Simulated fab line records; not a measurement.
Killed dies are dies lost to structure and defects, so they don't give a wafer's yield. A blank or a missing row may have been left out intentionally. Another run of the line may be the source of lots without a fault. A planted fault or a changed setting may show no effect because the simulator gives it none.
Chamber matching | flow nand harc | NHARC_A_STAIRCASE_DEP_417 on pecvd-02: 3 sister chambers
The step deposits Si3N4, target thk 60 nm. 3 wafers are shown with their chamber, then 10 later ones without.

EACH WAFER AND ITS CHAMBER
wafer  | chamber | heater power w (W)
L088.6 | 0       | 732
L091.2 | 1       | 769
L091.3 | 2       | 722

WAFERS MISSING THEIR CHAMBER
wafer  | heater power w (W)
L091.6 | 642
L093.3 | 696
L093.5 | 654
L093.6 | 784
L095.1 | 838
L095.4 | 639
L095.5 | 712
L097.1 | 845
L097.3 | 797
L097.4 | 844

WHICH CHAMBER EACH WENT THROUGH
wafer  | from the rows above          | in truth
L091.6 | can't be placed: 2 or 0 or 1 | 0
L093.3 | can't be placed: 2 or 0 or 1 | 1
L093.5 | can't be placed: 2 or 0 or 1 | 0
L093.6 | can't be placed: 1 or 0 or 2 | 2
L095.1 | can't be placed: 1 or 0 or 2 | 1
L095.4 | can't be placed: 2 or 0 or 1 | 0
L095.5 | can't be placed: 2 or 0 or 1 | 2
L097.1 | can't be placed: 1 or 0 or 2 | 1
L097.3 | can't be placed: 1 or 0 or 2 | 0
L097.4 | can't be placed: 1 or 0 or 2 | 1
Correctly placed: 0 of 10. Cannot be placed on the basis of these rows: 10; the candidates contain the true chamber in 10. Wrongly placed: 0.
How it was worked out, from the rows above alone: a wafer's distance from a chamber is the root of the sum, over the readings, of the square of ((its reading less the chamber's mean) divided by the reading's scatter). If the next closest chamber is less than 2 further off than the closest, the wafer can't be placed; otherwise it belongs to the closest. A chamber's mean is the mean of its shown wafers. The scatter: with one shown wafer a chamber, the root of the mean of the squares of how far each hidden wafer lies from its nearest shown one.
